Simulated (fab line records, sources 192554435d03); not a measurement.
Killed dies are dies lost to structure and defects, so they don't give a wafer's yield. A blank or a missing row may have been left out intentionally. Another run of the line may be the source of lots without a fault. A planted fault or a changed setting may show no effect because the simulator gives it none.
3 desks, one fault ; flow n5Finfet ; what lay behind the numbers comes last; until then each desk has only its own

== THE DEFECT DESK ==
Inspection counts along the route, by lot: the mean over sampled wafers that carry a number. If a lot's mean is further than 4 standard deviations from the usual mean, the lot is out of limits and carries the mark OUT (the distance appears in the brackets).
Columns: A = rawDefectCount at N5_BEOL_M4_INSPECT_13, usual 395
lot;first seen here;A
L108;day 8 09:19;377
L109;day 8 16:52;337
L114;day 9 10:31;488
L118;day 11 18:21;369
L123;day 12 11:26;394
L117;day 12 18:54;446
L121;day 12 19:54;405
L122;day 12 21:16;441
L127;day 13 11:44;467
L131;day 14 14:13;368
Finding of this desk: none of the 10 lots has anything out of limits.

== FROM THE METROLOGY DESK ==
What the gauges read for every lot (on any tool): the sampled wafers with a number, averaged. If a lot's mean is further than 4 standard deviations from the usual mean, the lot is out of limits and carries the mark OUT (the distance appears in the brackets). Only the readings that lie furthest out on some lot appear, 7 of the 12 it has.
Columns: A = M4_OVL at N5_BEOL_M4_OVL_MEAS_12, usual 0.2 nm; B = DIBL_N at N5_BEOL_M4_RC_MEAS_101, usual 36.6 mV/V; C = IOFF_P at N5_BEOL_M4_RC_MEAS_101, usual 0.219 nA/um; D = ION_N at N5_BEOL_M4_RC_MEAS_101, usual 678 uA/um; E = SS_N at N5_BEOL_M4_RC_MEAS_101, usual 71.5 mV/dec; F = SS_P at N5_BEOL_M4_RC_MEAS_101, usual 73.4 mV/dec; G = VT_P at N5_BEOL_M4_RC_MEAS_101, usual -249 mV
lot;first seen here;A;B;C;D;E;F;G
L108;day 8 07:45;1.0;37.3;0.226;690;71.4;73.2;-249
L109;day 8 14:39;0.1;38.5;0.238;684;71.7;73.4;-248
L114;day 9 09:26;0.6;38.4;0.228;683;72.3;73.2;-247
L118;day 11 16:34;0.4;35.4;0.189;669;71.2;73.0;-251
L123;day 12 10:27;-0.6;37.8;0.256;675;72.5;73.9;-245
L117;day 12 16:29;-0.1;36.3;0.251;671;71.5;73.4;-249
L121;day 12 18:32;-0.4;36.1;0.209;672;71.9;74.1;-252
L122;day 12 20:24;-0.1;35.6;0.215;669;71.1;73.4;-248
L127;day 13 08:55;0.5;37.1;0.226;668;71.4;73.2;-250
L131;day 14 12:13;-0.8;36.0;0.186;678;71.3;72.5;-251
Finding of this desk: none of the 10 lots has anything out of limits.

== THE TOOL OWNER'S DESK: rieDiel-04 ==
The tool's own readings at N5_BEOL_M4_ETCH_74 (etches underlayer in N2/H2, target depth 6.5 nm, time 5.2 s): means of the sampled wafers that have a number, for each lot that ran on this tool. If a lot's mean is further than 4 standard deviations from the usual mean, the lot is out of limits and carries the mark OUT (the distance appears in the brackets). It has 9 readings, of which 7 appear: the earliest out of limits, and the ones furthest out on some lot.
Columns: A = chamberPressureMTorr at N5_BEOL_M4_ETCH_74, usual 30.00 mTorr; B = drypumpMotorCurrentA at N5_BEOL_M4_ETCH_74, usual 5.9 A; C = etchRfOnTimeS at N5_BEOL_M4_ETCH_74, usual 5.19 s; D = n2FlowSccm at N5_BEOL_M4_ETCH_74, usual 200.0 sccm; E = oesProductAu at N5_BEOL_M4_ETCH_74, usual 0.69 a.u.; F = rfFwdPowerW at N5_BEOL_M4_ETCH_74, usual 819.7 W; G = throttleValvePct at N5_BEOL_M4_ETCH_74, usual 17.91 %
lot;first seen here;A;B;C;D;E;F;G
L108;day 8 09:25;30.02;5.6;5.17;201.0;0.66;818.1;18.04
L114;day 9 10:35;29.97;5.7;5.11;200.4;0.78;820.7;17.73
L118;day 11 18:49;30.01;5.8;6.40 (+20) OUT;199.8;0.64;819.2;17.87
L117;day 12 19:12;30.04;5.8;6.32 (+19) OUT;200.2;0.63;820.6;17.90
L121;day 12 20:14;29.95;5.7;6.29 (+18) OUT;199.7;0.64;820.4;17.89
Finding of this desk: L117, L118, L121 out of limits; the first was L118 at day 11 18:49, on etchRfOnTimeS at N5_BEOL_M4_ETCH_74. Within limits: L108, L114.

== ALL TOGETHER ==
At day 11 18:49, on L117, L118, L121, the tool owner's desk was in a position to raise an alarm.
No out-of-limits result turned up at the defect desk.
From the metrology desk's view, nothing was out of limits.
The defect desk has L117, L118, L121 on record, within its limits.
The metrology desk holds a record of L117, L118, L121, inside its limits.
Of the lots named, all ran N5_BEOL_M4_ETCH_74 on rieDiel-04.

== WHAT THE SIMULATOR PUT IN ==
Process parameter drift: rieDiel-04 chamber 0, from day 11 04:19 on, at N5_BEOL_M4_ETCH_74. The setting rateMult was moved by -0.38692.
Shown lots that were struck: L117, L118, L121.
Hours from the fault's start to each desk's first reading out of limits: the tool owner's desk, 14.
